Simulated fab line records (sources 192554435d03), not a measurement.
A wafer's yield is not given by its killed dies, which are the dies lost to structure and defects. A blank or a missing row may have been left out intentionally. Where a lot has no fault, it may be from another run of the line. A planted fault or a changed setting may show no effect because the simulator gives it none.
Split-lot trial | flow n5-finfet | 21 wafers read from 7 lots, route of 1938 steps

THE SPLIT ITSELF
At N5_BEOL_M1_COAT_05 (resist thk 30 nm), the setting spin-rpm was moved away from the recipe's 1500 rpm on 9 of the 21 wafers read, by -6.5% to +10.9%. All remaining wafers had this setting at the recipe value.

FROM THE SPLIT TO THE READING: what the file shows between them, 4 steps
- N5_BEOL_M1_EBR_07
- N5_BEOL_M1_SOFTBAKE_06: time 60 s
- N5_BEOL_M1_EXPOSE_08: exposes mask M1
- N5_BEOL_M1_PEB_09: peb time 60 s

THE READING
CAR-EUV_of_BEOL_M1_COAT_05.thk-nm (the simulator's own value, which no gauge read), in nm, at N5_BEOL_M1_DEVELOP_10 (develop time 30 s). The file gives no usual value for it. Here, 12 wafers ran the recipe; their average is 29.5 nm with a standard deviation of 0.1 nm.

wafer  | tool, chamber at the split | spin-rpm as run, rpm | against the recipe | CAR-EUV_of_BEOL_M1_COAT_05.thk-nm, nm | against lot-mates on the recipe
L080.1 | litho-track-01, 0          | 1563                 | +4.2%              | 28.8                                  | -0.8
L080.6 | litho-track-01, 0          | 1563                 | +4.2%              | 28.8                                  | -0.8
L080.3 | litho-track-01, 0          | 1500                 | recipe             | 29.6                                  | -
L081.1 | litho-track-05, 0          | 1500                 | recipe             | 29.6                                  | -
L081.6 | litho-track-05, 0          | 1500                 | recipe             | 29.6                                  | -
L081.4 | litho-track-05, 0          | 1402                 | -6.5%              | 30.6                                  | +1.0
L083.4 | litho-track-01, 0          | 1500                 | recipe             | 29.4                                  | -
L083.6 | litho-track-01, 0          | 1500                 | recipe             | 29.4                                  | -
L083.5 | litho-track-01, 0          | 1622                 | +8.1%              | 28.2                                  | -1.2
L082.2 | litho-track-01, 0          | 1414                 | -5.7%              | 30.4                                  | +1.0
L082.5 | litho-track-01, 0          | 1414                 | -5.7%              | 30.4                                  | +1.0
L082.4 | litho-track-01, 0          | 1500                 | recipe             | 29.4                                  | -
L089.2 | litho-track-01, 0          | 1500                 | recipe             | 29.4                                  | -
L089.3 | litho-track-01, 0          | 1500                 | recipe             | 29.4                                  | -
L089.4 | litho-track-01, 0          | 1664                 | +10.9%             | 27.8                                  | -1.6
L093.1 | litho-track-05, 0          | 1500                 | recipe             | 29.6                                  | -
L093.4 | litho-track-05, 0          | 1500                 | recipe             | 29.6                                  | -
L093.5 | litho-track-05, 0          | 1500                 | recipe             | 29.6                                  | -
L094.2 | litho-track-01, 0          | 1438                 | -4.1%              | 30                                    | +0.6
L094.6 | litho-track-01, 0          | 1438                 | -4.1%              | 30                                    | +0.6
L094.3 | litho-track-01, 0          | 1500                 | recipe             | 29.4                                  | -

FIT RESULTS
A straight line over all 21 wafers: CAR-EUV_of_BEOL_M1_COAT_05.thk-nm changes by -0.156 nm for each +1% of spin-rpm; r = -0.99; the points scatter about the line by 0.094 nm.
The same after taking each lot's own level away (the mean of its wafers on the recipe; 21 wafers): -0.157 nm for each +1%; r = -1.00; scatter 0.067 nm.
On that fit, the largest move of spin-rpm shifts the reading by 1.7 nm.
From 29.40 to 29.60 nm: that is the span of the lots' own levels, equal to 2.0 times the standard deviation above.
The two slopes are in agreement: the lot-to-lot level therefore moves the slope only a little.
Check: with one of the wafers moved furthest among these (+10.9%) left out of the fit, the line predicts -1.78 nm for it against its lot-mates. Against them it came out at -1.6 nm.

ADDITIONAL SPLITS CARRIED BY THESE WAFERS
Note: prior to the reading, these wafers also went through further splits. Each is held against what the fit with the lots' levels taken away leaves over:
other split on the same wafers        | wafers away from the commonest value | r with CAR-EUV_of_BEOL_M1_COAT_05.thk-nm (lot level and that fit taken away)
N5_MOL_CONTACT_COAG_ETCH_106 source-w | 6                                    | +0.10
N5_BEOL_M0_SAQP_COAT_87 spin-rpm      | 8                                    | +0.18
N5_BEOL_M0_SAQP_EXPOSE_37 dose-mj     | 6                                    | -0.09
N5_BEOL_M1_ILD_DEP_00 time-s          | 5                                    | +0.11

THE WHOLE CHAIN: every reading that the file lists as answering this split, in the file's order
step                  | what it does      | reading                                                                            | change (the file's fit)               | r (the file's)
N5_BEOL_M1_COAT_05    | resist thk 30 nm  | CAR-EUV_of_BEOL_M1_COAT_05.thk-nm (the simulator's own value, which no gauge read) | -0.143 nm for each +1% of the setting | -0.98
N5_BEOL_M1_DEVELOP_10 | develop time 30 s | CAR-EUV_of_BEOL_M1_COAT_05.thk-nm (the simulator's own value, which no gauge read) | -0.153 nm for each +1% of the setting | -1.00

THE FILE'S OWN FIT
CAR-EUV_of_BEOL_M1_COAT_05.thk-nm changes by -0.153 nm for each +1% of spin-rpm, r = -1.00.
